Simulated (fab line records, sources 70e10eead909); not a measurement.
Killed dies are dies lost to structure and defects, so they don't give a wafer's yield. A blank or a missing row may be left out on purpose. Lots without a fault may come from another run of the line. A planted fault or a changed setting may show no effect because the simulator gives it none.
fab line records | flow nand_harc | part 1 of 2: steps 1 to 31 of 38
record lots=5 wafers=15 last_day=24
route steps=1159 shown P_GATE@199 P_CONTACT@217
lots that met no fault: from a run of the same line without faults
start_h: hours from the record's first day to the start of the lot's first wafer shown | wait_h: hours since the lot's step before | " the same as in the row above | L1.1+2: a row that stands for several wafers | - no value, or no start given | * or withheld: withheld | < > ~ a bound
route shown NAME@n: a module of which the file shows steps, and the number in the route of the first | usual: mean/standard deviation of fault-free wafers | same: alike in all rows | chamber/n: place in a boat | sites: the reading at each site | _std_site: their standard deviation | _edge_site: outer sites' mean less inner sites' | radius_mm: how far each site lies from the wafer's centre | mask NAME#n: copy n | behind: the tool/chamber that last shaped the wafer | hold: why the lot was held/for how many hours/how that ended | device: the transistor (n, p or np) that didn't switch | end of line: the same wafers' tests at the end of the route | a step without rows: its recipe alone | killed: dies lost to structure and defects at the first sort, not the wafer's yield | map: a wafer's dies, x killed, . not, _ none there
set.NAME: the setting as run; set.NAME@STEP: as run at that earlier step | model.NAME: the simulator's own value behind a step, which no gauge read
lots at some steps of the route; a table a step, a row a wafer
services: from which hour (start_h, from the record's first day; less than 0 if before it) a tool's chamber was out of use, for how many hours, and why
## steps
# step NHARC_P_GATE_DEVELOP_90
# recipe time_s=70
# columns lot.wafer tool chamber start_h wait_h
L080.3+4+5 litho_track-03 0 - -
L079.2+3+5 litho_track-02 0 - -
L084.1+4+5 litho_track-03 0 - -
L095.1+3+6 litho_track-02 0 - -
L097.4+5+6 litho_track-02 0 - -
# step NHARC_P_GATE_CD_MEAS_91
# recipe target_cd_nm=2000 landing_energy_ev=500
# usual cd_nm=1999.7/1.3
# columns lot.wafer tool chamber start_h wait_h cd_nm
L080.3 cd_sem-02 0 141.76 - 2000.0
L080.4 " 0 " " 1998.7
L080.5 " 0 " " 1998.9
L079.2 cd_sem-01 0 144.28 - 1997.9
L079.3 " 0 " " 1998.1
L079.5 " 0 " " 1999.1
L084.1 cd_sem-02 0 167.83 - 2000.8
L084.4 " 0 " " 1999.0
L084.5 " 0 " " 1999.2
L095.1 cd_sem-02 0 232.07 - 1998.1
L095.3 " 0 " " 1998.7
L095.6 " 0 " " 1997.4
L097.4 cd_sem-03 0 236.40 - 1999.0
L097.5 " 0 " " 2000.6
L097.6 " 0 " " 1998.6
# step NHARC_P_GATE_HARDBAKE_92
# recipe temp_c=125 time_s=80
# columns lot.wafer tool chamber start_h wait_h
L080.3+4+5 litho_track-03 0 141.84 -
L079.2+3+5 litho_track-03 0 144.36 -
L084.1+4+5 litho_track-07 0 167.91 -
L095.1+3+6 litho_track-03 0 232.15 -
L097.4+5+6 litho_track-02 0 236.48 -
# step NHARC_P_GATE_DESCUM_93
# recipe time_s=3 o2_flow_sccm=200 ar_flow_sccm=0 bias_power_w=0 chemistry=O2
# usual drypump_motor_current_A=5.79/0.23 oes_product_au=0.998/0.0077 rf_vpp_V=57.8/1 showerhead_plenum_p_Torr=1.90/0.075 throttle_valve_pct=11.312/0.0084
# same bias_power_w=0
# columns lot.wafer tool chamber start_h wait_h drypump_motor_current_A oes_product_au rf_hours_counter_h rf_vpp_V showerhead_plenum_p_Torr throttle_valve_pct
L080.3 rie_diel-07 2 141.95 - 5.85 0.989 12 58.1 1.95 11.313
L080.4 " 0 " " 5.85 0.998 - 57.6 1.84 11.320
L080.5 " 3 " " 5.54 0.998 - 56.8 1.95 11.318
L079.2 rie_diel-07 2 144.44 - 5.82 0.994 13 58.4 1.95 11.304
L079.3 " 3 " " 5.55 0.992 14 57.5 1.95 11.328
L079.5 " 3 " " 5.54 1.002 - 56.9 1.95 11.311
L084.4 rie_diel-07 2 168.02 - 5.83 0.978 19 57.0 1.95 11.310
L084.1 " 0 " " 5.83 0.993 19 55.9 1.84 11.323
L084.5 " 1 " " 5.85 1.006 - 59.2 1.82 11.312
L095.3 rie_diel-01 0 232.23 - 6.38 0.998 33 59.2 1.99 11.319
L095.1 " 2 " " 5.70 1.008 33 57.1 1.84 11.301
L095.6 " 1 " " 5.97 0.991 - 56.8 1.79 11.310
L097.4 rie_diel-11 1 236.59 - 6.41 0.996 15 57.5 1.96 11.326
L097.6 " 2 " " 5.54 1.002 - 57.3 2.07 11.320
L097.5 " 3 " " 5.75 1.003 - 56.5 1.82 11.314
# step NHARC_P_GATE_IMPLANT_94
# recipe energy_kev=60 dose_cm2=2e+15 tilt_deg=7
# usual faraday_current_uA=12503/270
# columns lot.wafer tool chamber start_h wait_h faraday_current_uA
L080.3 implanter-01 0 142.16 0.2 12139
L080.4 " 0 " " 12802
L080.5 " 0 " " 12413
L079.2 implanter-02 0 144.62 0.2 12335
L079.3 " 0 " " 12362
L079.5 " 0 " " 12783
L084.1 implanter-01 0 168.16 0.1 12696
L084.4 " 0 " " 12805
L084.5 " 0 " " 12281
L095.1 implanter-01 0 232.38 0.1 12735
L095.3 " 0 " " 12029
L095.6 " 0 " " 12231
L097.4 implanter-02 0 236.80 0.2 12341
L097.5 " 0 " " 12452
L097.6 " 0 " " 12483
# step NHARC_P_GATE_STRIP_113
# recipe power_w=1500 temp_c=110 time_s=740 chemistry=N2/H2
# usual drypump_motor_current_A=6.0/0.4 heater_power_w=83.7/2.5
# columns lot.wafer tool chamber start_h wait_h drypump_motor_current_A heater_power_w rf_hours_counter_h
L080.3 plasma_asher-02 1 142.57 0.4 5.7 80.5 -
L080.4 " 0 " " 6.4 84.5 -
L080.5 " 1 " " 5.7 82.8 -
L079.2 plasma_asher-02 0 144.93 0.3 6.4 85.6 43
L079.3 " 0 " " 6.4 84.4 -
L079.5 " 1 " " 5.7 80.7 -
L084.1 plasma_asher-02 1 168.38 0.2 5.7 79.9 53
L084.4 " 1 " " 5.7 84.4 -
L084.5 " 1 " " 5.7 81.2 -
L095.1 plasma_asher-02 0 232.72 0.3 6.4 87.9 12
L095.3 " 1 " " 5.7 82.9 -
L095.6 " 0 " " 6.4 86.3 -
L097.4 plasma_asher-01 0 237.29 0.5 5.4 83.2 -
L097.5 " 1 " " 6.3 86.3 -
L097.6 " 0 " " 5.4 83.5 -
# step NHARC_P_GATE_STRIP_95
# recipe power_w=1500 temp_c=250 chemistry=O2
# usual drypump_motor_current_A=6.0/0.41 heater_power_w=313/9.3
# columns lot.wafer tool chamber start_h wait_h drypump_motor_current_A heater_power_w rf_hours_counter_h
L080.3 plasma_asher-02 1 143.07 0.4 5.7 295 -
L080.4 " 0 " " 6.4 322 -
L080.5 " 1 " " 5.7 301 -
L079.2 plasma_asher-02 0 145.54 0.5 6.4 321 44
L079.3 " 0 " " 6.4 324 -
L079.5 " 1 " " 5.7 304 -
L084.1 plasma_asher-02 1 169.08 0.6 5.7 303 53
L084.4 " 1 " " 5.7 302 -
L084.5 " 1 " " 5.7 308 -
L095.1 plasma_asher-02 0 233.32 0.5 6.4 320 13
L095.3 " 1 " " 5.7 304 -
L095.6 " 0 " " 6.4 324 -
L097.4 plasma_asher-01 0 237.67 0.3 5.4 313 -
L097.5 " 1 " " 6.3 318 -
L097.6 " 0 " " 5.4 298 -
# step NHARC_P_GATE_STRIP_96
# recipe time_s=900 temp_c=130 chemistry=SPM
# usual bath_heat_duty_pct=15.1/2.2
# columns lot.wafer tool chamber start_h wait_h bath_heat_duty_pct
L080.5 wet_bench-07 4 143.27 0.2 15.1
L080.3 " 5 " " 15.4
L080.4 " 0 " " 12.8
L079.5 wet_bench-05 3 145.77 0.2 15.0
L079.2 " 4 " " 14.1
L079.3 " 5 " " 15.4
L084.4 wet_bench-05 0 169.30 0.2 11.3
L084.1 " 2 " " 15.6
L084.5 " 4 " " 12.5
L095.1 wet_bench-05 4 233.53 0.2 12.8
L095.3 " 6 " " 14.2
L095.6 " 0 " " 14.3
L097.6 wet_bench-07 5 237.85 0.1 16.3
L097.4 " 7 " " 14.1
L097.5 " 0 " " 12.5
# step NHARC_P_GATE_RTA_64
# recipe temp_c=1050 time_s=1
# usual lamp_power_pct=34.0/2.1 lamp_zone_3_pct=34.0/2.1 lamp_zone_5_pct=34.0/2.1 wafer_temp_C_max=1056.4/1.2
# columns lot.wafer tool chamber start_h wait_h lamp_power_pct lamp_zone_3_pct lamp_zone_5_pct wafer_temp_C_max
L080.3 rtp_anneal-02 0 143.66 - 32.3 32.4 32.3 1057.7
L080.4 " 0 " " 32.3 32.4 32.4 1055.6
L080.5 " 0 " " 32.3 32.4 32.3 1054.3
L079.2 rtp_anneal-01 0 146.12 - 36.7 36.7 36.8 1057.1
L079.3 " 0 " " 36.8 36.7 36.8 1057.5
L079.5 " 0 " " 36.8 36.7 36.8 1055.9
L084.1 rtp_anneal-02 0 169.80 - 32.4 32.3 32.4 1056.3
L084.4 " 0 " " 32.4 32.3 32.4 1055.4
L084.5 " 0 " " 32.4 32.4 32.4 1057.2
L095.1 rtp_anneal-01 0 233.87 - 36.7 36.8 36.7 1055.7
L095.3 " 0 " " 36.7 36.8 36.8 1055.0
L095.6 " 0 " " 36.8 36.7 36.7 1055.5
L097.4 rtp_anneal-01 0 238.29 - 36.8 36.7 36.8 1056.0
L097.5 " 0 " " 36.8 36.8 36.8 1055.6
L097.6 " 0 " " 36.8 36.7 36.8 1055.5
# step NHARC_P_GATE_ETCH_77
# recipe target_depth_a=60 chemistry=dHF material=SiO2
# columns lot.wafer tool chamber start_h wait_h
L080.5+3+4 wet_bench-07 6,1,3 143.81 0.1
L079.3+2+5 wet_bench-07 6,7,1 146.31 0.1
L084.5+4+1 wet_bench-06 0,2,3 170.02 0.1
L095.3+6+1 wet_bench-05 4,5,0 234.07 0.1
L097.5+6+4 wet_bench-06 3,4,0 238.40 0.1
# step NHARC_P_GATE_DEGAS_109
# recipe temp_c=300 time_s=60
# usual heater_power_w=495/36
# columns lot.wafer tool chamber start_h wait_h heater_power_w
L080.4 pvd_sputter-01 - 143.92 0.1 441
L080.3 " - " " 501
L080.5 " - " " 447
L079.2 pvd_sputter-01 - 146.41 0.1 502
L079.3 " - " " 427
L079.5 " - " " 510
L084.4 pvd_sputter-03 - 170.12 0.1 515
L084.1 " - " " 454
L084.5 " - " " 522
L095.1 pvd_sputter-02 - 234.19 0.1 512
L095.3 " - " " 488
L095.6 " - " " 477
L097.4 pvd_sputter-03 - 238.52 0.1 524
L097.6 " - " " 529
L097.5 " - " " 523
# step NHARC_P_GATE_PRE_CLEAN_110
# recipe time_s=30 bias_v=200 gas=Ar
# usual bias_v=200.0/2
# columns lot.wafer tool chamber start_h wait_h bias_v
L080.4 pvd_sputter-01 - - - 200.2
L080.3 " - " " 200.3
L080.5 " - " " 198.0
L079.3 pvd_sputter-01 - - - 202.9
L079.2 " - " " 201.6
L079.5 " - " " 198.6
L084.4 pvd_sputter-03 - - - 197.5
L084.1 " - " " 200.4
L084.5 " - " " 200.6
L095.3 pvd_sputter-02 - - - 202.9
L095.1 " - " " 195.6
L095.6 " - " " 201.1
L097.4 pvd_sputter-03 - - - 196.5
L097.5 " - " " 199.1
L097.6 " - " " 201.6
# step NHARC_P_GATE_SPUTTER_78
# recipe target_thk_a=100 material=Ni
# columns lot.wafer tool chamber start_h wait_h
L080.3+4+5 pvd_sputter-01 - - -
L079.3+2+5 pvd_sputter-01 - - -
L084.4+1+5 pvd_sputter-03 - - -
L095.1+3+6 pvd_sputter-02 - - -
L097.4+5+6 pvd_sputter-03 - - -
# step NHARC_P_GATE_SPUTTER_79
# recipe target_thk_a=100 material=TiN
# columns lot.wafer tool chamber start_h wait_h
L080.3+4+5 pvd_sputter-01 - - -
L079.3+2+5 pvd_sputter-01 - - -
L084.4+1+5 pvd_sputter-03 - - -
L095.3+1+6 pvd_sputter-02 - - -
L097.4+5+6 pvd_sputter-03 - - -
# step NHARC_P_GATE_RTA_80
# recipe temp_c=300 time_s=30
# usual lamp_power_pct=2.08/0.13 lamp_zone_3_pct=2.08/0.13 lamp_zone_5_pct=2.08/0.13 wafer_temp_C_max=301.7/0.37
# columns lot.wafer tool chamber start_h wait_h lamp_power_pct lamp_zone_3_pct lamp_zone_5_pct wafer_temp_C_max
L080.3 rtp_anneal-01 0 144.27 - 2.19 2.19 2.19 301.3
L080.4 " 0 " " 2.20 2.19 2.19 302.5
L080.5 " 0 " " 2.19 2.19 2.19 301.2
L079.2 rtp_anneal-02 0 146.73 - 1.93 1.93 1.92 302.4
L079.3 " 0 " " 1.93 1.93 1.93 302.1
L079.5 " 0 " " 1.93 1.93 1.93 302.2
L084.1 rtp_anneal-01 0 170.43 - 2.19 2.19 2.19 301.8
L084.4 " 0 " " 2.19 2.19 2.19 301.8
L084.5 " 0 " " 2.19 2.19 2.18 301.5
L095.1 rtp_anneal-02 0 234.47 - 1.93 1.93 1.93 302.3
L095.3 " 0 " " 1.93 1.93 1.93 301.9
L095.6 " 0 " " 1.93 1.93 1.93 302.3
L097.4 rtp_anneal-02 0 238.92 - 1.93 1.93 1.93 301.7
L097.5 " 0 " " 1.93 1.93 1.93 301.5
L097.6 " 0 " " 1.93 1.93 1.93 301.7
# step NHARC_P_GATE_STRIP_67
# recipe time_s=600 temp_c=130 chemistry=SPM
# usual bath_heat_duty_pct=15.5/2.2
# columns lot.wafer tool chamber start_h wait_h bath_heat_duty_pct
L080.3 wet_bench-05 7 144.41 0.1 15.9
L080.4 " 1 " " 21.5
L080.5 " 2 " " 17.3
L079.3 wet_bench-07 5 146.90 0.1 18.1
L079.5 " 6 " " 16.2
L079.2 " 0 " " 13.9
L084.4 wet_bench-06 6 170.64 0.1 15.2
L084.5 " 1 " " 17.3
L084.1 " 3 " " 16.1
L095.1 wet_bench-07 2 234.68 0.2 14.4
L095.6 " 3 " " 18.1
L095.3 " 4 " " 14.5
L097.5 wet_bench-06 6 239.05 0.1 15.0
L097.6 " 7 " " 18.2
L097.4 " 0 " " 16.4
# step NHARC_P_GATE_RTA_82
# recipe temp_c=450 time_s=30
# usual lamp_power_pct=4.09/0.25 lamp_zone_3_pct=4.09/0.25 lamp_zone_5_pct=4.11/0.25 wafer_temp_C_max=452.6/0.54
# columns lot.wafer tool chamber start_h wait_h lamp_power_pct lamp_zone_3_pct lamp_zone_5_pct wafer_temp_C_max
L080.3 rtp_anneal-01 0 144.72 - 4.30 4.31 4.33 451.9
L080.4 " 0 " " 4.31 4.31 4.33 452.2
L080.5 " 0 " " 4.31 4.30 4.32 452.2
L079.2 rtp_anneal-01 0 147.18 - 4.31 4.30 4.32 452.4
L079.3 " 0 " " 4.30 4.31 4.33 453.6
L079.5 " 0 " " 4.30 4.30 4.32 453.4
L084.1 rtp_anneal-02 0 170.89 - 3.79 3.79 3.80 452.6
L084.4 " 0 " " 3.79 3.79 3.80 453.9
L084.5 " 0 " " 3.79 3.79 3.81 453.7
L095.1 rtp_anneal-01 0 234.93 - 4.31 4.31 4.32 453.1
L095.3 " 0 " " 4.30 4.31 4.32 453.2
L095.6 " 0 " " 4.30 4.30 4.32 452.8
L097.4 rtp_anneal-01 0 239.46 - 4.30 4.30 4.33 452.3
L097.5 " 0 " " 4.31 4.30 4.32 453.2
L097.6 " 0 " " 4.31 4.31 4.32 451.8
# step NHARC_P_GATE_INSPECT_68
# usual raw_defect_count=200/78
# columns lot.wafer tool chamber start_h wait_h raw_defect_count
L080.3 defect_inspect-01 - 144.87 0.1 178
L080.4 " - " " 123
L080.5 " - " " 238
L079.2 defect_inspect-02 - 147.35 0.1 192
L079.3 " - " " 157
L079.5 " - " " 170
L084.1 defect_inspect-01 - 171.09 0.2 131
L084.4 " - " " 140
L084.5 " - " " 187
L095.1 defect_inspect-02 - 235.13 0.2 119
L095.3 " - " " 183
L095.6 " - " " 248
L097.4 defect_inspect-02 - 239.57 0.1 282
L097.5 " - " " 198
L097.6 " - " " 232
# step NHARC_P_CONTACT_DEP_30
# recipe target_thk_a=300 temp_c=400 target_thk_nm=30 flow_sccm=200 rf_w=450 material=SiNx
# usual heater_power_outer_w=396/78 heater_power_w=676/120
# columns lot.wafer tool chamber start_h wait_h heater_power_outer_w heater_power_w
L080.3 pecvd-02 0 144.97 0.1 329 537
L080.4 " 0 " " 335 536
L080.5 " 1 " " 304 569
L079.2 pecvd-01 2 147.42 0.1 494 873
L079.3 " 0 " " 360 594
L079.5 " 1 " " 434 721
L084.1 pecvd-02 1 171.16 0.1 275 567
L084.4 " 1 " " 290 559
L084.5 " 0 " " 333 532
L095.3 pecvd-01 0 235.20 0.1 347 599
L095.1 " 1 " " 453 767
L095.6 " 1 " " 445 766
L097.5 pecvd-03 2 239.75 0.2 358 596
L097.6 " 0 " " 358 600
L097.4 " 1 " " 595 938
# step NHARC_P_CONTACT_DEP_00
# recipe target_thk_a=5000 temp_c=400 pressure_torr=6.5 rf_w=900 teos_flow_sccm=161.4 flow_sccm=2650 target_thk_nm=500 gas=O2 material=SiO2
# usual heater_power_outer_w=283/85 heater_power_w=525/130 showerhead_vpp_V=1902/63 throttle_valve_pct=15.9/0.63
# columns lot.wafer tool chamber start_h wait_h heater_power_outer_w heater_power_w showerhead_vpp_V throttle_valve_pct
L080.3 pecvd-02 0 - - 182 323 1997 16.2
L080.4 " 0 " " 191 352 2002 16.4
L080.5 " 1 " " 141 364 1860 16.8
L079.2 pecvd-01 2 - - 332 660 1799 16.0
L079.3 " 0 " " 282 512 1926 16.4
L079.5 " 1 " " 273 516 1913 15.5
L084.1 pecvd-02 1 171.51 0.3 219 486 1861 16.7
L084.4 " 1 " " 134 346 1872 16.6
L084.5 " 0 " " 181 340 1995 15.6
L095.3 pecvd-01 0 - - 291 508 1923 16.8
L095.1 " 1 " " 251 485 1921 15.8
L095.6 " 1 " " 270 527 1905 15.5
L097.5 pecvd-03 2 - - 278 506 1918 15.4
L097.6 " 0 " " 193 404 1877 15.0
L097.4 " 1 " " 472 752 1893 15.8
# step NHARC_P_CONTACT_CMP_01
# recipe target_thk_nm=200 material=SiO2
# usual motor_current_A=11.7/1.1
# columns lot.wafer tool chamber start_h wait_h motor_current_A
L080.3 cmp-03 3 145.65 - 12.1
L080.4 " 2 " " 13.0
L080.5 " 3 " " 12.3
L079.2 cmp-04 2 148.16 - 11.4
L079.3 " 3 " " 11.1
L079.5 " 2 " " 11.4
L084.1 cmp-04 0 172.12 0.5 12.4
L084.4 " 3 " " 11.7
L084.5 " 0 " " 12.1
L095.1 cmp-02 0 235.91 - 9.7
L095.3 " 1 " " 11.0
L095.6 " 0 " " 8.8
L097.4 cmp-04 0 240.40 - 12.5
L097.5 " 3 " " 10.8
L097.6 " 0 " " 11.9
# step NHARC_P_CONTACT_SRD_03
# columns lot.wafer tool chamber start_h wait_h
L080.3+4+5 wet_bench-03 0,2,4 145.95 0.0
L079.5+2+3 wet_bench-04 5,7,2 148.46 0.0
L084.5+4+1 wet_bench-03 6,7,1 172.42 0.0
L095.6+1+3 wet_bench-04 2,4,7 236.20 0.0
L097.4+5+6 wet_bench-03 6,1,3 240.67 0.0
# step NHARC_P_CONTACT_DEHYDRATE_04
# recipe temp_c=150 time_s=120
# columns lot.wafer tool chamber start_h wait_h
L080.3+4+5 litho_track-01 0 146.03 0.1
L079.2+3+5 litho_track-04 0 148.55 0.1
L084.1+4+5 litho_track-01 0 172.51 0.1
L095.1+3+6 litho_track-06 0 236.29 0.1
L097.4+5+6 litho_track-04 0 240.78 0.1
# step NHARC_P_CONTACT_HMDS_05
# recipe time_s=30
# columns lot.wafer tool chamber start_h wait_h
L080.3+4+5 litho_track-01 0 - -
L079.2+3+5 litho_track-04 0 - -
L084.1+4+5 litho_track-01 0 - -
L095.1+3+6 litho_track-06 0 - -
L097.4+5+6 litho_track-04 0 - -
# step NHARC_P_CONTACT_COAT_33
# recipe temp_c=260 time_s=75
# columns lot.wafer tool chamber start_h wait_h
L080.3+4+5 litho_track-01 0 - -
L079.2+3+5 litho_track-04 0 - -
L084.1+4+5 litho_track-01 0 - -
L095.1+3+6 litho_track-06 0 - -
L097.4+5+6 litho_track-04 0 - -
# step NHARC_P_CONTACT_COAT_34
# recipe temp_c=225 time_s=65
# columns lot.wafer tool chamber start_h wait_h
L080.3+4+5 litho_track-01 0 - -
L079.2+3+5 litho_track-04 0 - -
L084.1+4+5 litho_track-01 0 - -
L095.1+3+6 litho_track-06 0 - -
L097.4+5+6 litho_track-04 0 - -
# step NHARC_P_CONTACT_COAT_06
# recipe spin_rpm=1500 resist_thk_nm=90
# columns lot.wafer tool chamber start_h wait_h
L080.3+4+5 litho_track-01 0 - -
L079.2+3+5 litho_track-04 0 - -
L084.1+4+5 litho_track-01 0 - -
L095.1+3+6 litho_track-06 0 - -
L097.4+5+6 litho_track-04 0 - -
# step NHARC_P_CONTACT_SOFTBAKE_07
# recipe temp_c=105 time_s=55
# columns lot.wafer tool chamber start_h wait_h
L080.3+4+5 litho_track-01 0 - -
L079.2+3+5 litho_track-04 0 - -
L084.1+4+5 litho_track-01 0 - -
L095.1+3+6 litho_track-06 0 - -
L097.4+5+6 litho_track-04 0 - -
# step NHARC_P_CONTACT_EBR_08
# columns lot.wafer tool chamber start_h wait_h
L080.3+4+5 litho_track-01 0 - -
L079.2+3+5 litho_track-04 0 - -
L084.1+4+5 litho_track-01 0 - -
L095.1+3+6 litho_track-06 0 - -
L097.4+5+6 litho_track-04 0 - -
# step NHARC_P_CONTACT_EXPOSE_09
# recipe na=1.35 target_cd_nm=90 dose_mj=81.26 mask_id=P_CA
# columns lot.wafer tool chamber start_h wait_h mask
L080.3+4+5 arfi_scanner-02 0 146.35 - P_CA#0
L079.2+3+5 arfi_scanner-02 0 148.74 - P_CA#0
L084.1+4+5 arfi_scanner-03 0 172.70 - P_CA#0
L095.1+3+6 arfi_scanner-01 0 236.60 - P_CA#0
L097.4+5+6 arfi_scanner-02 0 241.10 - P_CA#0
# step NHARC_P_CONTACT_PEB_10
# recipe peb_temp_c=100 peb_time_s=65
# columns lot.wafer tool chamber start_h wait_h
L080.3+4+5 litho_track-06 0 146.40 0.0
L079.2+3+5 litho_track-01 0 148.79 0.1
L084.1+4+5 litho_track-06 0 172.76 0.1
L095.1+3+6 litho_track-06 0 236.66 0.1
L097.4+5+6 litho_track-06 0 241.15 0.0
